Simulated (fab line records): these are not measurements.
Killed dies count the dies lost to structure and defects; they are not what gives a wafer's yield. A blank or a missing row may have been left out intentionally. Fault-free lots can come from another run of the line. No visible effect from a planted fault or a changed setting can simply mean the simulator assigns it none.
Code-filled problem report in 8D (eight disciplines) form | flow n5 finfet | the parts of the form that need people (team, actions taken, sign-off) are left out

1. WHAT WENT WRONG
Wafers without a fault read 44.66, standard deviation 0.049; exposure dose mJ cm2 at N5_BEOL_M0_SAQP_EXPOSE_37 reads a mean of 45.32 on 6 wafers belonging to 2 lots. That is +13 standard deviations from the usual mean.
The step: exposes mask M0 CUT1, target cd 30 nm.
Seen first at day 10 15:34 on euv scanner-01, wafer L680.1. The record has a number at this step for 24 wafers belonging to 8 lots. Rule for "out" (also "out of limits"): further than 4 standard deviations from the usual mean. All remaining wafers that have a number are taken as sound.

2. WHAT IT IS AND WHAT IT IS NOT
question                    | is                     | is not
which readings at this step | exposure dose mJ cm2   | -
which lots                  | L680, L683             | L661, L662, L664, L667, L671, L673
which wafers of those lots  | all that have a number | -
read on which tools         | euv scanner-01         | euv scanner-02
when                        | from day 10 15:34      | up to then (18 sound wafers)

3. WHAT RULES OUT EACH SUSPECT
Counting: a tool at any process step up to the reading remains a suspect when it ran all the lots that are out and ran no sound lot after the first of those.
- rie si-02 at N5_BEOL_M0_SAQP_MANDREL1_REMOVE_100 (chemistry HBr/Cl2/O2, target a-Si, stops on SiNx, bt time 10 s): kept. It ran every lot that is out, first L680 (day 10 12:33), and no sound lot after that; its last sound lot up to then is L661 (day 5 16:13).
- rie diel-03 at N5_BEOL_M0_SAQP_STRIP_108 (strips in N2/H2): kept. It ran every lot that is out, first L680 (day 10 13:31), and no sound lot after that.
- euv scanner-01 at N5_BEOL_M0_SAQP_EXPOSE_37 (exposes mask M0 CUT1, target cd 30 nm): kept. It ran every lot that is out, first L680 (day 10 15:34), and no sound lot after that; its last sound lot up to then is L671 (day 8 10:06). On those wafers its own readings are out: exposure dose mJ cm2.
After the count, these remain: rie si-02 at N5_BEOL_M0_SAQP_MANDREL1_REMOVE_100, rie diel-03 at N5_BEOL_M0_SAQP_STRIP_108 and euv scanner-01 at N5_BEOL_M0_SAQP_EXPOSE_37.

4. THE CAUSE (what the simulator had put in)
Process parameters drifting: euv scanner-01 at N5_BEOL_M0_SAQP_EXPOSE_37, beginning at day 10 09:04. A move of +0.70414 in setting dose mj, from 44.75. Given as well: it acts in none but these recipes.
Of the 3 suspects that counting leaves, this tool is one.

5. THE EFFECT CHAIN, in route order
Each row: a reading whose mean over the struck wafers that have a number lies more than 3 standard deviations from the usual. Only readings whose record carries a usual standard deviation are examined. hours: median over the lots of the time between each lot's start at the first step of this table that gives one and its start at this step. sigmas: the change, counted in usual standard deviations.
hours | step                      | reading              | usual | on struck wafers | change | sigmas
0     | N5_BEOL_M0_SAQP_EXPOSE_37 | exposure dose mJ cm2 | 44.66 | 45.32            | +0.66  | +13
Its process steps:
- N5_BEOL_M0_SAQP_EXPOSE_37: exposes mask M0 CUT1, target cd 30 nm.
At these later measuring or inspecting steps, every struck wafer for which the step has a row has a number for every such reading, and none has moved that far: N5_BEOL_M4_RC_MEAS_101.

6. HOW IT WOULD HAVE BEEN CAUGHT EARLIER
The fault began at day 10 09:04; the first out-of-limits reading in this record came at day 10 15:34, 6 hours later.
